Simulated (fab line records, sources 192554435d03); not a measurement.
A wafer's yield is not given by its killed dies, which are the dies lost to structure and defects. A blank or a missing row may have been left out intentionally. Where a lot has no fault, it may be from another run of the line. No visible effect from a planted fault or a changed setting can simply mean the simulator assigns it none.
fab line records -- flow n5_finfet
record: lots: 11, wafers: 32, last_day: 19
route steps=1938 shown BEOL_M11@1538 PASSIVATION@1936
lots with no fault: from the same line, run without faults
start_h: hours from the record's opening day to when the first of the lot's shown wafers began -- wait_h: how many hours have passed since the lot's step before this one -- " as in the row above -- L1.1+2: several wafers, shown together as one row -- - no value, or no start given -- * or withheld: withheld -- < > ~ a bound
route shown NAME@n: NAME is a module with steps in the file, n the number in the route of the first one -- usual: mean/standard deviation taken from wafers without a fault -- same: alike in all rows -- chamber/n: place in a boat -- sites: per-site readings -- _std_site: standard deviation across them -- _edge_site: mean of outer sites minus mean of inner sites -- radius_mm: how far each site lies from the wafer's centre -- mask NAME#n: copy n -- behind: tool/chamber where the wafer was last shaped -- hold: why the lot went on hold/how many hours it stayed there/how the hold came to an end -- device: the n, p or np transistor that did not switch -- end of line: at the end of the route, the tests of the same wafers -- a step given without rows: its recipe and nothing more -- killed: the dies lost at the first sort to structure and to defects; this is not the yield of the wafer -- map: dies across one wafer; x = killed, . = not, _ = none there
set.NAME: the run value of the setting; set.NAME@STEP: its run value at that earlier step -- model.NAME: the simulator's own value behind a step, which no gauge read
a sample of lots followed through the steps of the route, with each step as a table and each wafer as a row
services: the hour from which a tool's chamber was out of use, counted from the record's first day as start_h (under 0 if before that day), plus the number of hours and why
== steps ==
step: N5_BEOL_M11_THK_MEAS_01
recipe: reads: SiCOH_lowk_of_BEOL_M11_ILD_DEP_00
usual: M11_ILD_THK: 268/3.7
lot.wafer,tool,chamber,start_h,wait_h,M11_ILD_THK[nm]
L266.1,film_metro-02,-,256.29,0.4,270
L266.3,film_metro-02,-,256.29,0.4,266
L266.5,film_metro-02,-,256.29,0.4,274
L263.1,film_metro-01,-,259.16,0.4,267
L263.2,film_metro-01,-,259.16,0.4,266
L263.4,film_metro-01,-,259.16,0.4,270
L267.1,film_metro-01,-,282.49,0.4,269
L267.3,film_metro-01,-,282.49,0.4,270
L267.5,film_metro-01,-,282.49,0.4,268
L268.2,film_metro-02,-,285.11,0.4,270
L268.5,film_metro-02,-,285.11,0.4,273
L268.6,film_metro-02,-,285.11,0.4,271
L269.2,film_metro-01,-,305.63,0.4,262
L269.3,film_metro-01,-,305.63,0.4,264
L269.5,film_metro-01,-,305.63,0.4,269
L272.2,film_metro-02,-,310.53,0.4,269
L272.3,film_metro-02,-,310.53,0.4,271
L280.3,film_metro-02,-,387.88,0.3,264
L280.4,film_metro-02,-,387.88,0.3,272
L280.5,film_metro-02,-,387.88,0.3,275
L279.1,film_metro-01,-,390.88,0.4,268
L279.2,film_metro-01,-,390.88,0.4,270
L279.6,film_metro-01,-,390.88,0.4,274
L278.1,film_metro-02,-,394.14,0.8,264
L278.3,film_metro-02,-,394.14,0.8,265
L278.6,film_metro-02,-,394.14,0.8,270
L281.1,film_metro-01,-,395.70,0.4,270
L281.2,film_metro-01,-,395.70,0.4,264
L281.3,film_metro-01,-,395.70,0.4,273
L282.4,film_metro-01,-,405.76,0.2,271
L282.5,film_metro-01,-,405.76,0.2,269
L282.6,film_metro-01,-,405.76,0.2,271
step: N5_BEOL_M11_OVL_MEAS_12
recipe: points_per_wafer: 44
usual: M11_OVL: 0.0/0.71
lot.wafer,tool,chamber,start_h,wait_h,M11_OVL[nm]
L266.1,overlay-02,0,257.08,0.0,-1.0
L266.3,overlay-02,0,257.08,0.0,-1.1
L266.5,overlay-02,0,257.08,0.0,-0.4
L263.1,overlay-01,0,259.67,0.0,0.3
L263.2,overlay-01,0,259.67,0.0,0.7
L263.4,overlay-01,0,259.67,0.0,0.3
L267.1,overlay-02,0,283.62,0.0,-0.1
L267.3,overlay-02,0,283.62,0.0,-0.1
L267.5,overlay-02,0,283.62,0.0,-0.6
L268.2,overlay-02,0,286.78,0.0,-0.6
L268.5,overlay-02,0,286.78,0.0,-0.6
L268.6,overlay-02,0,286.78,0.0,-1.5
L269.2,overlay-01,0,308.85,0.0,-0.2
L269.3,overlay-01,0,308.85,0.0,0.6
L269.5,overlay-01,0,308.85,0.0,1.2
L272.2,overlay-02,0,313.60,0.0,1.6
L272.3,overlay-02,0,313.60,0.0,-0.4
L280.3,overlay-01,0,390.52,0.0,0.4
L280.4,overlay-01,0,390.52,0.0,-0.9
L280.5,overlay-01,0,390.52,0.0,-0.6
L279.1,overlay-01,0,392.11,0.0,-0.1
L279.2,overlay-01,0,392.11,0.0,0.3
L279.6,overlay-01,0,392.11,0.0,-0.8
L278.1,overlay-01,0,396.20,0.0,-0.1
L278.3,overlay-01,0,396.20,0.0,0.4
L278.6,overlay-01,0,396.20,0.0,0.4
L281.1,overlay-02,0,396.85,0.0,0.1
L281.2,overlay-02,0,396.85,0.0,0.4
L281.3,overlay-02,0,396.85,0.0,0.7
L282.4,overlay-01,0,408.12,0.0,0.2
L282.5,overlay-01,0,408.12,0.0,0.5
L282.6,overlay-01,0,408.12,0.0,-0.5
step: N5_BEOL_M11_ETCH_61
recipe: chemistry: CF4, target: SiARC, target_depth_a: 390, mask_material: CAR-ArF, time_s: 65, ion_energy_ev: 80, pressure_mtorr: 40, source_w: 545, bias_w: 36, Ar_flow_sccm: 100, cf4_flow_sccm: 100, ends: cleared
usual: drypump_motor_current_A: 5.8/0.42, etch_rf_on_time_s: 64.9/0.85, mfc_ar_sccm: 100.01/0.3, oes_product_au: 0.68/0.068, rf_fwd_power_W: 538.3/2.2, rf_vpp_V: 184.2/1.1, showerhead_plenum_p_Torr: 2.15/0.07, throttle_valve_pct: 15.63/0.25
lot.wafer,tool,chamber,start_h,wait_h,drypump_motor_current_A,etch_rf_on_time_s,mfc_ar_sccm,oes_product_au,rf_fwd_power_W,rf_hours_counter_h,rf_vpp_V,showerhead_plenum_p_Torr,throttle_valve_pct
L266.1,rie_diel-02,0,257.17,0.0,5.6,64.1,100.03,0.76,540.9,46,184.1,2.09,15.47
L266.3,rie_diel-02,2,257.17,0.0,6.0,64.7,100.19,0.62,542.6,188,185.2,2.22,15.78
L266.5,rie_diel-02,0,257.17,0.0,5.7,64.1,100.09,0.75,540.4,-,183.8,2.09,15.45
L263.1,rie_diel-03,0,260.19,0.0,4.7,65.8,100.18,0.68,544.0,67,183.2,2.10,15.46
L263.2,rie_diel-03,3,260.19,0.0,5.5,65.2,100.56,0.75,531.5,41,183.8,2.26,15.42
L263.4,rie_diel-03,1,260.19,0.0,6.1,64.0,99.97,0.60,538.6,245,184.8,2.19,15.78
L267.1,rie_diel-02,1,283.72,0.0,6.3,65.5,99.69,0.74,537.7,42,184.6,2.18,15.34
L267.3,rie_diel-02,2,283.72,0.0,6.0,64.8,99.89,0.61,539.5,197,184.6,2.22,15.78
L267.5,rie_diel-02,1,283.72,0.0,6.3,65.7,100.11,0.74,538.7,-,186.0,2.18,15.35
L268.2,rie_diel-02,2,286.88,0.0,6.0,41.6,99.78,0.81,535.0,198,182.8,2.22,15.80
L268.5,rie_diel-02,1,286.88,0.0,6.3,66.0,99.52,0.74,539.6,-,183.1,2.18,15.34
L268.6,rie_diel-02,2,286.88,0.0,6.0,65.4,99.74,0.61,538.9,-,185.5,2.22,15.79
L269.2,rie_diel-02,2,308.95,0.0,6.0,41.5,100.22,0.80,534.5,204,185.2,2.21,15.80
L269.3,rie_diel-02,3,308.95,0.0,5.8,41.1,99.28,0.86,530.5,131,185.1,2.07,16.01
L269.5,rie_diel-02,2,308.95,0.0,6.0,65.2,99.72,0.61,538.6,-,185.9,2.21,15.80
L272.2,rie_diel-02,1,313.70,0.0,6.3,42.5,99.68,0.95,536.7,50,183.8,2.18,15.36
L272.3,rie_diel-02,3,313.70,0.0,5.8,41.7,100.23,0.84,531.4,133,181.5,2.07,16.02
L280.3,rie_diel-02,0,390.63,0.0,5.6,64.4,100.06,0.71,539.1,84,184.3,2.08,15.52
L280.4,rie_diel-02,1,390.63,0.0,6.3,64.8,99.86,0.72,537.3,71,185.6,2.17,15.39
L280.5,rie_diel-02,1,390.63,0.0,6.3,65.2,100.17,0.71,539.4,-,183.7,2.17,15.40
L279.1,rie_diel-02,1,392.87,0.0,6.3,65.1,99.94,0.71,539.5,73,184.4,2.17,15.41
L279.2,rie_diel-02,0,392.87,0.0,5.6,64.5,99.65,0.71,540.2,85,183.5,2.08,15.51
L279.6,rie_diel-02,3,392.87,0.0,5.8,63.2,99.13,0.64,534.3,-,184.7,2.06,16.07
L278.1,rie_diel-02,0,397.52,0.0,5.6,64.1,99.74,0.71,540.6,87,182.1,2.08,15.54
L278.3,rie_diel-02,1,397.52,0.0,6.3,65.6,100.11,0.71,535.9,74,185.0,2.17,15.41
L278.6,rie_diel-02,2,397.52,0.0,6.0,64.5,100.20,0.60,540.0,-,185.1,2.21,15.86
L281.1,rie_diel-02,0,398.08,0.0,5.6,64.6,100.24,0.71,539.3,87,183.4,2.08,15.54
L281.2,rie_diel-02,2,398.08,0.0,6.0,65.2,100.19,0.60,537.6,230,183.5,2.21,15.84
L281.3,rie_diel-02,1,398.08,0.0,6.4,65.9,100.04,0.70,539.6,75,186.3,2.17,15.39
L282.4,rie_diel-02,1,408.21,0.0,6.4,65.3,100.20,0.70,540.4,77,184.3,2.17,15.42
L282.5,rie_diel-02,1,408.21,0.0,6.3,65.7,100.14,0.70,541.8,-,185.0,2.17,15.42
L282.6,rie_diel-02,2,408.21,0.0,6.1,65.2,99.98,0.59,535.7,-,185.8,2.20,15.85
step: N5_BEOL_M11_HM_OPEN_17
recipe: chemistry: Cl2/BCl3, target_depth_a: 200, overetch_a: 60, target: TiN, mask_material: SOC, ion_energy_ev: 150, pressure_mtorr: 10, icp_w: 1000, bias_w: 126, Cl2_flow_sccm: 53.25, bcl3_flow_sccm: 21.75, Ar_flow_sccm: 25
usual: drypump_motor_current_A: 5.95/0.14, mfc_ar_sccm: 25.01/0.074, oes_product_au: 0.69/0.063, rf_fwd_power_W: 994/3.2, throttle_valve_pct: 22.03/0.26
lot.wafer,tool,chamber,start_h,wait_h,drypump_motor_current_A,mfc_ar_sccm,oes_product_au,rf_fwd_power_W,rf_hours_counter_h,throttle_valve_pct
L266.1,rie_metal-01,0,257.41,0.0,6.01,24.96,0.55,996,111,21.87
L266.3,rie_metal-01,0,257.41,0.0,6.02,24.84,0.54,994,-,21.87
L266.5,rie_metal-01,1,257.41,0.0,5.91,24.89,0.71,991,-,21.80
L263.1,rie_metal-02,0,260.43,0.0,6.10,25.02,0.66,996,49,22.38
L263.2,rie_metal-02,1,260.43,0.0,5.80,25.10,0.64,996,44,21.86
L263.4,rie_metal-02,1,260.43,0.0,5.84,24.92,0.65,998,-,21.86
L267.1,rie_metal-02,1,283.95,0.0,5.80,25.03,0.65,991,46,21.86
L267.3,rie_metal-02,0,283.95,0.0,6.17,24.97,0.66,989,-,22.38
L267.5,rie_metal-02,0,283.95,0.0,6.15,24.97,0.66,998,-,22.38
L268.2,rie_metal-03,1,287.15,0.1,5.93,25.04,0.76,991,-,21.84
L268.5,rie_metal-03,1,287.15,0.1,5.96,25.15,0.75,997,-,21.86
L268.6,rie_metal-03,1,287.15,0.1,5.95,25.04,0.74,996,-,21.86
L269.2,rie_metal-03,1,309.18,0.0,5.94,25.11,0.74,996,17,21.87
L269.3,rie_metal-03,0,309.18,0.0,5.79,24.99,0.76,993,-,22.35
L269.5,rie_metal-03,0,309.18,0.0,5.78,25.00,0.77,1001,-,22.32
L272.2,rie_metal-03,1,313.93,0.0,5.98,25.04,0.74,993,17,21.84
L272.3,rie_metal-03,1,313.93,0.0,5.92,25.08,0.74,995,-,21.86
L280.3,rie_metal-03,0,390.89,0.1,5.78,25.02,0.74,994,-,22.38
L280.4,rie_metal-03,1,390.89,0.1,5.94,24.93,0.71,994,-,21.88
L280.5,rie_metal-03,1,390.89,0.1,5.94,24.89,0.71,995,-,21.89
L279.1,rie_metal-02,1,393.11,0.0,5.82,24.94,0.62,995,55,21.88
L279.2,rie_metal-02,0,393.11,0.0,6.14,24.91,0.63,996,60,22.42
L279.6,rie_metal-02,1,393.11,0.0,5.86,25.05,0.63,995,-,21.87
L278.1,rie_metal-03,1,397.76,0.0,5.98,25.13,0.72,991,24,21.89
L278.3,rie_metal-03,1,397.76,0.0,5.99,25.02,0.71,995,-,21.89
L278.6,rie_metal-03,0,397.76,0.0,5.79,24.94,0.74,995,-,22.36
L281.1,rie_metal-02,1,398.32,0.0,5.79,24.97,0.63,998,55,21.86
L281.2,rie_metal-02,0,398.32,0.0,6.16,24.97,0.65,993,61,22.40
L281.3,rie_metal-02,1,398.32,0.0,5.80,25.07,0.63,996,-,21.85
L282.4,rie_metal-03,0,408.47,0.1,5.80,25.16,0.73,990,-,22.36
L282.5,rie_metal-03,1,408.47,0.1,5.94,25.06,0.71,995,-,21.89
L282.6,rie_metal-03,0,408.47,0.1,5.79,25.12,0.73,996,-,22.35
step: N5_PASSIVATION_PROBE_49
usual: defect_limited_yield: 91.6/1.6, killed_at_M0_to_M3: 32/9.7, killed_at_M4_up: 13/4.4, killed_at_contacts: 12/6.5, killed_at_front_end: 38/12, killed_at_other: 3.7/3, killed_dies: 99/18, killed_on_rim: 13/3.9, killed_open: 66/14, killed_short: 32/7.5, sort_bin_5_function: 4.9/1, sort_bin_6_memory: 3.2/0.73, sort_n_pass: 1081/18, sort_yield_pct: 91.6/1.6
same: gross_dies: 1180, killed_at_back_side: 0, sort_bin_4_leakage[%]: 0, sort_bin_8_speed[%]: 0
lot.wafer,tool,chamber,start_h,wait_h,defect_limited_yield[%],killed_at_M0_to_M3,killed_at_M4_up,killed_at_contacts,killed_at_front_end,killed_at_other,killed_dies,killed_on_rim,killed_open,killed_short,sort_bin_5_function[%],sort_bin_6_memory[%],sort_n_pass,sort_yield_pct[%]
L263.1,prober-01,-,299.13,0.0,90.3,39,8,16,48,4,115,13,85,30,4.7,5.0,1065,90.3
L263.2,prober-01,-,299.18,0.1,89.0,56,13,8,52,1,130,12,93,37,5.6,4.8,1050,89.0
L263.4,prober-01,-,299.28,0.2,91.4,43,12,9,34,3,101,14,64,37,4.9,3.4,1079,91.4
L268.2,prober-02,-,329.30,0.1,89.2,51,7,13,57,0,128,15,78,49,6.4,4.2,1052,89.2
L268.5,prober-02,-,329.45,0.2,91.2,36,5,14,46,3,104,19,64,40,5.7,2.9,1076,91.2
L268.6,prober-02,-,329.50,0.3,88.1,41,12,24,60,4,141,11,90,51,8.0,3.8,1039,88.1
L269.2,prober-02,-,353.72,0.1,93.2,32,14,17,14,3,80,12,63,17,3.8,2.9,1100,93.2
L269.3,prober-02,-,353.77,0.1,90.4,39,13,8,44,9,113,18,75,36,5.6,3.7,1067,90.4
L269.5,prober-02,-,353.87,0.2,91.7,27,9,9,43,10,98,9,63,34,4.6,3.3,1082,91.7
L278.1,prober-01,-,448.15,0.0,90.3,47,11,15,40,1,114,21,72,42,5.7,3.7,1066,90.3
L278.3,prober-01,-,448.25,0.1,93.6,25,12,4,34,0,75,13,52,23,3.5,2.7,1105,93.6
L278.6,prober-01,-,448.40,0.3,89.7,42,25,14,38,2,121,22,85,36,6.0,3.8,1059,89.7
killed by level:class
L263.1 MOL_CONTACT_COAG:geometric_particle:open=13 BEOL_M0:geometric_particle:open=10 BEOL_M1:geometric_particle:open=10 FIN_SAQP:geometric_particle:open=8 BEOL_M3:geometric_particle:open=7 GATE_CUT:geometric_particle:short=6 STI_FIN_REVEAL:geometric_particle:open=5 DUMMY_GATE:geometric_particle:open=5
L263.2 STI_FIN_REVEAL:geometric_particle:open=18 BEOL_M0_SAQP:geometric_particle:short=11 BEOL_M3:geometric_particle:open=11 BEOL_M0_SAQP:geometric_particle:open=10 DUMMY_GATE:geometric_particle:open=8 BEOL_M1:geometric_particle:open=8 GATE_CUT:geometric_particle:open=6 FIN_SAQP:geometric_particle:open=5
L263.4 STI_FIN_REVEAL:geometric_particle:open=14 BEOL_M0_SAQP:geometric_particle:short=13 BEOL_M1:geometric_particle:open=11 BEOL_M0_SAQP:geometric_particle:open=8 MOL_CONTACT_COAG:geometric_particle:open=6 DUMMY_GATE:geometric_particle:open=5 BEOL_M4:geometric_particle:open=5 FIN_SAQP:geometric_particle:open=4
L268.2 FIN_SAQP:geometric_particle:open=14 FIN_SAQP:geometric_particle:short=14 BEOL_M0_SAQP:geometric_particle:short=12 MOL_CONTACT_COAG:geometric_particle:open=11 BEOL_M3:geometric_particle:open=10 BEOL_M0_SAQP:geometric_particle:open=9 BEOL_M2:geometric_particle:open=7 BEOL_M1:geometric_particle:open=6
L268.5 FIN_SAQP:geometric_particle:open=12 MOL_CONTACT_COAG:geometric_particle:open=10 BEOL_M1:geometric_particle:open=10 FIN_SAQP:geometric_particle:short=9 STI_FIN_REVEAL:geometric_particle:open=7 BEOL_M0_SAQP:geometric_particle:open=6 DUMMY_GATE:geometric_particle:short=5 BEOL_M1:geometric_particle:short=5
L268.6 FIN_SAQP:geometric_particle:open=23 MOL_CONTACT_COAG:geometric_particle:open=20 BEOL_M0_SAQP:geometric_particle:short=20 FIN_SAQP:geometric_particle:short=10 BEOL_M0_SAQP:geometric_particle:open=9 GATE_CUT:geometric_particle:short=6 BEOL_M3:geometric_particle:open=6 STI_FIN_REVEAL:geometric_particle:open=5
L269.2 MOL_CONTACT_COAG:geometric_particle:open=16 BEOL_M3:geometric_particle:open=10 BEOL_M0_SAQP:geometric_particle:short=8 BEOL_M2:geometric_particle:open=7 BEOL_M0_SAQP:geometric_particle:open=5 BEOL_M7:geometric_particle:open=5 DUMMY_GATE:geometric_particle:open=4 GATE_CUT:geometric_particle:short=4
L269.3 BEOL_M0_SAQP:geometric_particle:open=12 BEOL_M2:geometric_particle:open=9 BEOL_M0_SAQP:geometric_particle:short=8 GATE_CUT:geometric_particle:short=7 MOL_CONTACT_COAG:geometric_particle:open=7 BEOL_M3:geometric_particle:open=6 FIN_SAQP:geometric_particle:short=5 STARTING-WAFER:geometric_particle:short=5
L269.5 STI_FIN_REVEAL:geometric_particle:open=11 MOL_CONTACT_COAG:geometric_particle:open=9 DUMMY_GATE:geometric_particle:open=8 FIN_SAQP:geometric_particle:short=7 BEOL_M2:geometric_particle:open=7 BEOL_M3:geometric_particle:open=5 BEOL_M0_SAQP:geometric_particle:short=4 BEOL_M1:geometric_particle:short=4
L278.1 BEOL_M0_SAQP:geometric_particle:open=16 BEOL_M0_SAQP:geometric_particle:short=13 MOL_CONTACT_COAG:geometric_particle:open=11 FIN_SAQP:geometric_particle:open=7 STI_FIN_REVEAL:geometric_particle:open=7 DUMMY_GATE:geometric_particle:open=6 GATE_CUT:geometric_particle:short=5 BEOL_M4:geometric_particle:open=5
L278.3 STI_FIN_REVEAL:geometric_particle:open=9 DUMMY_GATE:geometric_particle:open=6 BEOL_M0_SAQP:geometric_particle:short=6 BEOL_M0_SAQP:geometric_particle:open=5 BEOL_M1:geometric_particle:open=5 FIN_SAQP:geometric_particle:open=4 FIN_SAQP:geometric_particle:short=4 GATE_CUT:geometric_particle:short=4
L278.6 MOL_CONTACT_COAG:geometric_particle:open=12 BEOL_M0_SAQP:geometric_particle:short=11 BEOL_M0_SAQP:geometric_particle:open=11 FIN_SAQP:geometric_particle:open=10 BEOL_M1:geometric_particle:open=9 FIN_SAQP:geometric_particle:short=8 BEOL_M4:geometric_particle:open=7 DUMMY_GATE:geometric_particle:open=5
== services ==
tool,chamber,start_h,hours,kind
rie_metal-01,-,239.29,14.6,pm
rie_metal-03,0,249.06,38.5,repair
rie_diel-03,1,260.48,6.6,repair
rie_diel-03,1,280.85,-,clean
rie_diel-03,1,280.85,-,consumable_replace:focus_ring
rie_diel-03,1,280.85,20.3,scheduled_down
rie_diel-03,1,280.85,20.3,vent_cycle
rie_metal-01,0,283.97,2.3,repair
rie_metal-01,0,308.48,-,clean
rie_metal-01,0,308.48,14.4,scheduled_down
rie_metal-01,0,308.48,14.4,vent_cycle
rie_diel-03,3,318.68,3.2,repair
rie_diel-03,2,381.01,1.2,repair
rie_diel-02,-,383.04,0.7,repair
rie_diel-03,1,388.62,8.8,repair
== key ==
first_sign: step: N5_BEOL_M11_ETCH_61, reading: etch_rf_on_time_s, direction: down, sigmas: 27, usual: *, struck: *
effect: step: N5_BEOL_M11_ETCH_61, reading: oes_product_au, direction: up, sigmas: 2.5, usual: 0.68, struck: 0.85
met_at N5_BEOL_M11_ETCH_61
struck_lots L268,L269,L272
struck_wafers L268.2,L269.2,L269.3,L272.2,L272.3
not_acting_at N5_BEOL_M11_THK_MEAS_01,N5_BEOL_M11_OVL_MEAS_12,N5_BEOL_M11_HM_OPEN_17
onset_between 283.72 286.88
fault: kind: process_parameter_drift, tool: rie_diel-02, chamber: -, onset_h: 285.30, steps: N5_BEOL_M11_ETCH_61, channel: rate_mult, offset: 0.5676, shape: step, end_h: 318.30, scope: struck_wafers_only
